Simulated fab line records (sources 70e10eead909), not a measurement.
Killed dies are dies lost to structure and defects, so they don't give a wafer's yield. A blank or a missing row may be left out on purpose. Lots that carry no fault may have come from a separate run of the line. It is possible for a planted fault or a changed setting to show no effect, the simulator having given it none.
Check of tool commonality    flow nand_harc    Sampled: 6 lots, 18 wafers

== REASON FOR OPENING ==
Flagged at NHARC_END_SORT_01: reading killed_at_array, on 2 of 6 lots. Wafers without a fault read 59, standard deviation 24.
Rule: a lot gets a flag if all its wafers with a number sit over 4 standard deviations from that mean, or if no wafer of it has a number. All remaining lots are regarded as sound.

lot   measured      on         killed_at_array, wafer by wafer  flag
L205  day 25 06:17  prober-01  78 77 67                         
L210  day 27 08:57  prober-01  56 51 56                         
L211  day 28 12:53  prober-02  74 80 82                         
L215  day 29 09:26  prober-01  674 675 673                      FLAGGED
L214  day 29 10:13  prober-02  674 676 677                      FLAGGED
L224  day 33 07:10  prober-01  15 18 23                         
The mean of the flagged lots' numbers is 675, +616 from the usual (+26 standard deviations).

== TOOL THAT RAN EACH LOT ==
The record holds 4 process steps before the reading, out of a route of 1302 steps. Read each cell as the tool, then ch plus the chambers that the sampled wafers visited, then the start.
lot   flag     NHARC_A_STAIRCASE_TRIM_229          NHARC_A_STAIRCASE_STRIP_238           NHARC_A_STAIRCASE_DEP_259      NHARC_A_STAIRCASE_HM_OPEN_457
L205           rie_diel-13 ch 0,3, day 16 19:51    plasma_asher-01 ch 0,1, day 16 20:58  pecvd-02 ch 0,2, day 17 08:02  rie_diel-05 ch 0,1, day 17 09:14
L210           rie_diel-13 ch 0,2,3, day 18 20:20  plasma_asher-01 ch 0,1, day 18 21:27  pecvd-04 ch 0,2, day 19 01:47  rie_diel-05 ch 0,1,2, day 19 02:51
L211           rie_diel-05 ch 0,2,3, day 19 23:25  plasma_asher-02 ch 0,1, day 20 00:41  pecvd-04 ch 1,2, day 20 08:23  rie_diel-13 ch 0,2,3, day 20 09:32
L215  FLAGGED  rie_diel-13 ch 1,3, day 20 18:53    plasma_asher-01 ch 0,1, day 20 19:58  pecvd-02 ch 0,1, day 21 04:55  rie_diel-13 ch 0,2, day 21 06:22
L214  FLAGGED  rie_diel-01 ch 1,2, day 20 18:22    plasma_asher-02 ch 0,1, day 20 19:34  pecvd-04 ch 2, day 21 03:25    rie_diel-01 ch 1,2,3, day 21 04:45
L224           rie_diel-01 ch 0,3, day 24 16:32    plasma_asher-01 ch 0,1, day 24 18:17  pecvd-03 ch 0,2, day 24 22:30  rie_diel-01 ch 0,1,2, day 24 23:35
What is done by these steps:
- NHARC_A_STAIRCASE_TRIM_229: chemistry O2, time 211.2 s.
- NHARC_A_STAIRCASE_STRIP_238: strips in O2.
- NHARC_A_STAIRCASE_DEP_259: deposits SiON, target thk 30 nm.
- NHARC_A_STAIRCASE_HM_OPEN_457: chemistry O2/COS.
- NHARC_END_SORT_01

== FLAGGED OVER TOTAL, TOOL BY TOOL (the gauges that took the reading come last) ==
step                           tool             lots run  flagged  share of the flagged lots  sound lots run after its first flagged lot
NHARC_A_STAIRCASE_TRIM_229     rie_diel-01      2         1        some                       1 (L224)
NHARC_A_STAIRCASE_TRIM_229     rie_diel-05      1         0        none                       -
NHARC_A_STAIRCASE_TRIM_229     rie_diel-13      3         1        some                       0
NHARC_A_STAIRCASE_STRIP_238    plasma_asher-01  4         1        some                       1 (L224)
NHARC_A_STAIRCASE_STRIP_238    plasma_asher-02  2         1        some                       0
NHARC_A_STAIRCASE_DEP_259      pecvd-02         2         1        some                       0
NHARC_A_STAIRCASE_DEP_259      pecvd-03         1         0        none                       -
NHARC_A_STAIRCASE_DEP_259      pecvd-04         3         1        some                       0
NHARC_A_STAIRCASE_HM_OPEN_457  rie_diel-01      2         1        some                       1 (L224)
NHARC_A_STAIRCASE_HM_OPEN_457  rie_diel-05      2         0        none                       -
NHARC_A_STAIRCASE_HM_OPEN_457  rie_diel-13      2         1        some                       0
NHARC_END_SORT_01              prober-01        4         1        some                       1 (L224)
NHARC_END_SORT_01              prober-02        2         1        some                       0

== WHAT IS ALLOWED BY THE TABLE ==
No row of the table ran every flagged lot.

== WHAT THE SIMULATOR PUT IN ==
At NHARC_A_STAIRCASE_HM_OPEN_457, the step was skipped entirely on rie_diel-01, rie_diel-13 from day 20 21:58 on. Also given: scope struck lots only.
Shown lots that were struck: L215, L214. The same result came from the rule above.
